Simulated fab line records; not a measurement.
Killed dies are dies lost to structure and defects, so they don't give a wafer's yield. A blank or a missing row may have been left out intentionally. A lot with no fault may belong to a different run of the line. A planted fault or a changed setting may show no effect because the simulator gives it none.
Split-lot trial ; flow n5 finfet ; 7 lots, 21 wafers read, on a route of 1938 steps

ABOUT THE SPLIT
At N5_BEOL_M11_ILD_DEP_00 (deposits SiCOH lowk from DEMS/porogen, target thk 308.51 nm, time 58 s), the setting time s was moved away from the recipe's 58 s on 5 of the 21 wafers read, by -8.4% to +12.6%. This setting was run at the recipe's value on the other wafers.

SPLIT TO READING: what lies between them in the file, 1 step
- N5_BEOL_M11_CURE_71: cures SiCOH lowk, time 240 s

THE READING
M11_ILD_THK at N5_BEOL_M11_THK_MEAS_01, in nm. A value of 269 nm with a standard deviation of 3.4 nm is what fault-free wafers of this fab line usually give.

wafer;tool, chamber at the split;time s as run, s;against the recipe;M11_ILD_THK, nm;against lot-mates on the recipe
L075.1;pecvd-04, 2;54;-6.9%;244;-20
L075.3;pecvd-04, 0;58;recipe;264;-
L075.6;pecvd-04, 0;54;-6.9%;252;-12
L077.1;pecvd-03, 2,1;58;recipe;270;-
L077.2;pecvd-03, 1;58;recipe;268;-
L077.5;pecvd-03, 2,1;58;recipe;270;-
L080.4;pecvd-02, 1;58;recipe;274;-
L080.5;pecvd-02, 0;58;recipe;274;-
L080.6;pecvd-02, 2;58;recipe;273;-
L082.1;pecvd-04, 0;53.11;-8.4%;248;-22
L082.2;pecvd-04, 2;58;recipe;264;-
L082.4;pecvd-04, 0;58;recipe;275;-
L083.1;pecvd-03, 1;58;recipe;266;-
L083.4;pecvd-03, 1;65.28;+12.6%;303;+34
L083.6;pecvd-03, 2;58;recipe;272;-
L093.1;pecvd-04, 0;62.65;+8.0%;285;+20
L093.3;pecvd-04, 2;58;recipe;265;-
L093.6;pecvd-04, 0;58;recipe;266;-
L097.2;pecvd-02, 0;58;recipe;266;-
L097.3;pecvd-02, 2;58;recipe;267;-
L097.4;pecvd-02, 1;58;recipe;274;-
If several chambers appear in one row, that row covers several wafers at once and the file leaves open which wafer was in which chamber.

THE FIT
A straight line over all 21 wafers: M11_ILD_THK changes by +2.63 nm for each +1% of time s; r = +0.95; the points scatter about the line by 4 nm.
The same after taking each lot's own level away (the mean of its wafers on the recipe; 21 wafers): +2.54 nm for each +1%; r = +0.97; scatter 2.9 nm.
That fit puts the effect of the largest move of time s on the reading at 32 nm.
Measured against the standard deviation above, the lots' own levels, which go from 264.0 to 273.7 nm, span 2.8 times it.
Consequently the slope shifts little with the lot-to-lot level, the two slopes agreeing.
Check: +30.4 nm against its lot-mates is what the line predicts for one of the wafers moved furthest among these (+12.6%) when that wafer is left out of the fit. Against them it came out at +34 nm.

THESE WAFERS: OTHER SPLITS
These wafers also went through other splits before the reading. Each is held against what the fit with the lots' levels taken away leaves over:
other split on the same wafers;wafers away from the commonest value;r with M11_ILD_THK (lot level and that fit taken away)
N5_BEOL_M7_DESCUM_33 time s;9;-0.19
N5_BEOL_M7_ETCH_41 source w;9;-0.04
N5_BEOL_M8_COAT_22 spin rpm;10;-0.08
N5_BEOL_M8_EXPOSE_25 dose mj;5;-0.05
N5_BEOL_M9_EXPOSE_25 dose mj;8;+0.32

THE WHOLE CHAIN: every reading that the file lists as answering this split, in the file's order
step;what it does;reading;change (the file's fit);r (the file's)
N5_BEOL_M11_ILD_DEP_00;deposits SiCOH lowk from DEMS/porogen, target thk 308.51 nm, time 58 s;SiCOH_lowk_of_BEOL_M11_ILD_DEP_00.thk nm (the simulator's own value, which no gauge read);+2.92 nm for each +1% of the setting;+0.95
N5_BEOL_M11_CURE_71;cures SiCOH lowk, time 240 s;SiCOH_lowk_of_BEOL_M11_ILD_DEP_00.thk nm (the simulator's own value, which no gauge read);+2.59 nm for each +1% of the setting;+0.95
N5_BEOL_M11_THK_MEAS_01;;M11_ILD_THK;+2.59 for each +1% of the setting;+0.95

FILE'S OWN FIT
M11_ILD_THK changes by +2.59 nm for each +1% of time s, r = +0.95.
